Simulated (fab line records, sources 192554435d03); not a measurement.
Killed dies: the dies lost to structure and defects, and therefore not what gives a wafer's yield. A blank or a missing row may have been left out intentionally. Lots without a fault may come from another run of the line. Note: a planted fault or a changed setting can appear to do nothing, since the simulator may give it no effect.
A single fault, viewed from 3 desks	flow n5_finfet	each desk holds nothing but its own numbers, with what lay behind them at the end
Where a reading is given only as a bound, like >300, the bound stands for it, and a mean or a difference that rests on one is marked > or <: the true number lies beyond.

## DESK OF THE TOOL OWNER: rie_si-03
The tool's own readings at N5_DUMMY_GATE_ETCH_44 (etches poly-Si in HBr/O2, stops on SiO2, target depth 127.5 nm): means of the sampled wafers that have a number, for each lot that ran on this tool. Marked OUT: a lot whose mean sits more than 4 standard deviations from the usual mean, which makes it out of limits; the brackets give that distance.
Columns: A = O2_flow_sccm at N5_DUMMY_GATE_ETCH_44, usual 10.00 sccm; B = drypump_motor_current_A at N5_DUMMY_GATE_ETCH_44, usual 5.5 A; C = oes_product_au at N5_DUMMY_GATE_ETCH_44, usual 0.724 a.u.; D = throttle_valve_pct at N5_DUMMY_GATE_ETCH_44, usual 18.42 %
lot	first seen here	A	B	C	D
L339	day 5 00:02	9.98	5.2	0.728	18.70
L346	day 6 18:59	9.99	5.5	0.725	18.51
This desk's verdict: no lot among the 2 shows anything out of limits.

## FROM THE METROLOGY DESK
What the gauges read for every lot (on any tool): the sampled wafers with a number, averaged. Marked OUT: a lot whose mean sits more than 4 standard deviations from the usual mean, which makes it out of limits; the brackets give that distance. Of its 11 readings 7 are shown: those that lie furthest out on some lot.
Columns: A = GATE_OVL at N5_DUMMY_GATE_OVL_MEAS_16, usual -0.1 nm; B = DIBL_P at N5_BEOL_M4_RC_MEAS_101, usual 36 mV/V; C = IOFF_P at N5_BEOL_M4_RC_MEAS_101, usual 0.20 nA/um; D = ION_P at N5_BEOL_M4_RC_MEAS_101, usual 462 uA/um; E = SS_N at N5_BEOL_M4_RC_MEAS_101, usual 71.6 mV/dec; F = VT_N at N5_BEOL_M4_RC_MEAS_101, usual 251 mV; G = VT_P at N5_BEOL_M4_RC_MEAS_101, usual -252 mV
lot	first seen here	A	B	C	D	E	F	G
L334	day 3 20:01	0.6	38	0.22	464	71.9	248	-252
L335	day 3 22:47	0.1	35	0.18	460	71.9	252	-254
L339	day 4 23:06	-0.6	37	0.21	463	72.0	250	-250
L342	day 5 16:39	0.3	31	0.13	447	71.4	257	-258
L346	day 6 18:07	1.3	37	0.15	444	72.6	253	-260
L351	day 8 00:33	-0.7	36	0.23	461	72.0	250	-247
L353	day 8 09:43	-1.0	38	0.25	460	72.0	252	-248
L354	day 8 16:43	0.6	36	0.23	475	71.3	248	-247
This desk's verdict: no lot among the 8 shows anything out of limits.

## THE DEFECT DESK
Per lot, the means of the sampled wafers with a number show what the inspections along the route counted. Marked OUT: a lot whose mean sits more than 4 standard deviations from the usual mean, which makes it out of limits; the brackets give that distance.
Columns: A = raw_defect_count at N5_DUMMY_GATE_INSPECT_17, usual 205; B = raw_defect_count at N5_DUMMY_GATE_INSPECT_27, usual 315; C = raw_defect_count at N5_SPACER0_INSPECT_04, usual 138; D = raw_defect_count at N5_SD_EPI_N_INSPECT_11, usual 2.1; E = raw_defect_count at N5_SD_EPI_N_INSPECT_26, usual 210
lot	first seen here	A	B	C	D	E
L334	day 3 20:05	302	436	176	2.7	292
L335	day 3 22:50	220	332	141	2.3	219
L339	day 4 23:09	200	317	144	1.3	207
L342	day 5 16:42	201	316	144	2.3	204
L346	day 6 18:10	172	403	260 (+4.1) OUT	>101 (>+76) OUT	313
L351	day 8 00:35	222	360	141	2.7	219
L353	day 8 09:46	308	460	180	2.0	268
L354	day 8 16:46	211	313	133	1.0	193
This desk's verdict: out of limits on L346, starting with L346 at day 6 20:19 (raw_defect_count at N5_SPACER0_INSPECT_04). L334, L335, L339, L342, L351, L353, L354 stayed within limits.

## ALL TOGETHER
The defect desk could have raised an alarm at day 6 20:19, on L346.
The desk of the tool owner found nothing out of limits.
At the metrology desk, nothing out of limits was observed.
Tool owner's desk: L346 on record, inside its limits.
The metrology desk has L346 on record, within its limits.
N5_DUMMY_GATE_ETCH_44 was run on rie_si-03 by each of the lots named.

## WHAT HAD BEEN PUT IN BY THE SIMULATOR
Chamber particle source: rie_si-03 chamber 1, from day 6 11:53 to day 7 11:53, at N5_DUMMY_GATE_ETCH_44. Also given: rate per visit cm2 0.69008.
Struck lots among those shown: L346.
Hours from the fault's start to each desk's first reading out of limits: the defect desk, 8.
